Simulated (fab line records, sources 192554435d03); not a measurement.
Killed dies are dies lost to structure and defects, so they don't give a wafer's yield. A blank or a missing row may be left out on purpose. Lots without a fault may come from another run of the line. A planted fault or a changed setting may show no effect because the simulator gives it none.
Split-lot experiment | flow n5_finfet | 7 lots, 21 wafers read, on a route of 1938 steps

THE SPLIT
At N5_WELL_APT_PEB_23 (peb time 90 s), the setting peb_time_s was moved away from the recipe's 90 s on 5 of the 21 wafers read, by -6.1% to +21.8%. The other wafers ran this setting at the recipe's value.

FROM THE SPLIT TO THE READING: what the file shows between them, 2 steps
- N5_WELL_APT_DEVELOP_24: develop time 45 s (also split here: develop_time_s)
- N5_WELL_APT_HARDBAKE_29: time 120 s

THE READING
cd_nm, in nm, at N5_WELL_APT_CD_MEAS_25 (target cd 200 nm). Fault-free wafers of this fab line usually give 200.1 nm, standard deviation 1.9 nm.

wafer  | tool, chamber at the split | peb_time_s as run, s | against the recipe | cd_nm, nm | against lot-mates on the recipe
L074.2 | litho_track-01, 0          | 90                   | recipe             | 200.5     | -
L074.5 | litho_track-01, 0          | 90                   | recipe             | 203.2     | -
L074.6 | litho_track-01, 0          | 109.6                | +21.8%             | 211.1     | +9.2
L076.2 | litho_track-01, 0          | 90                   | recipe             | 199.5     | -
L076.3 | litho_track-01, 0          | 90                   | recipe             | 198.6     | -
L076.5 | litho_track-01, 0          | 90                   | recipe             | 201.1     | -
L078.1 | litho_track-04, 0          | 107.4                | +19.3%             | 207.0     | +8.3
L078.2 | litho_track-04, 0          | 107.4                | +19.3%             | 205.5     | +6.8
L078.6 | litho_track-04, 0          | 90                   | recipe             | 198.7     | -
L085.4 | litho_track-05, 0          | 90                   | recipe             | 197.8     | -
L085.5 | litho_track-05, 0          | 90                   | recipe             | 201.1     | -
L085.6 | litho_track-05, 0          | 90                   | recipe             | 201.4     | -
L089.3 | litho_track-05, 0          | 84.52                | -6.1%              | 199.6     | -4.6
L089.4 | litho_track-05, 0          | 84.52                | -6.1%              | 200.6     | -3.6
L089.5 | litho_track-05, 0          | 90                   | recipe             | 204.2     | -
L092.3 | litho_track-01, 0          | 90                   | recipe             | 200.1     | -
L092.4 | litho_track-01, 0          | 90                   | recipe             | 199.4     | -
L092.6 | litho_track-01, 0          | 90                   | recipe             | 197.9     | -
L094.1 | litho_track-05, 0          | 90                   | recipe             | 200.4     | -
L094.2 | litho_track-05, 0          | 90                   | recipe             | 198.6     | -
L094.6 | litho_track-05, 0          | 90                   | recipe             | 202.4     | -

THE FIT
A straight line over all 21 wafers: cd_nm changes by +0.351 nm for each +1% of peb_time_s; r = +0.82; the points scatter about the line by 1.9 nm.
The same after taking each lot's own level away (the mean of its wafers on the recipe; 21 wafers): +0.427 nm for each +1%; r = +0.94; scatter 1.3 nm.
On that fit, the largest move of peb_time_s shifts the reading by 9.3 nm.
The lots' own levels span 198.70 to 204.20 nm, that is 2.9 times the standard deviation above.
So the lot-to-lot level changes the slope: the two fits differ.
Check: with one of the wafers moved furthest among these (+21.8%) left out of the fit, the line predicts +9 nm for it against its lot-mates. It came out at +9.25 nm against them.

OTHER SPLITS ON THESE WAFERS
These wafers also went through other splits before the reading. Each is held against what the fit with the lots' levels taken away leaves over:
other split on the same wafers        | wafers away from the commonest value | r with cd_nm (lot level and that fit taken away)
N5_WELL_APT_DEVELOP_24 develop_time_s | 5                                    | -0.12

THE WHOLE CHAIN: every reading that the file lists as answering this split, in the file's order
step                   | what it does             | reading                                                         | change (the file's fit)               | r (the file's)
N5_WELL_APT_CD_MEAS_25 | target cd 200 nm         | cd_nm                                                           | +0.423 nm for each +1% of the setting | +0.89
N5_WELL_APT_DESCUM_30  | chemistry O2, time 7.9 s | WELL_APT.cd_nm (the simulator's own value, which no gauge read) | +0.411 nm for each +1% of the setting | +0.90

THE FILE'S OWN FIT
cd_nm changes by +0.423 nm for each +1% of peb_time_s, r = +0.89.
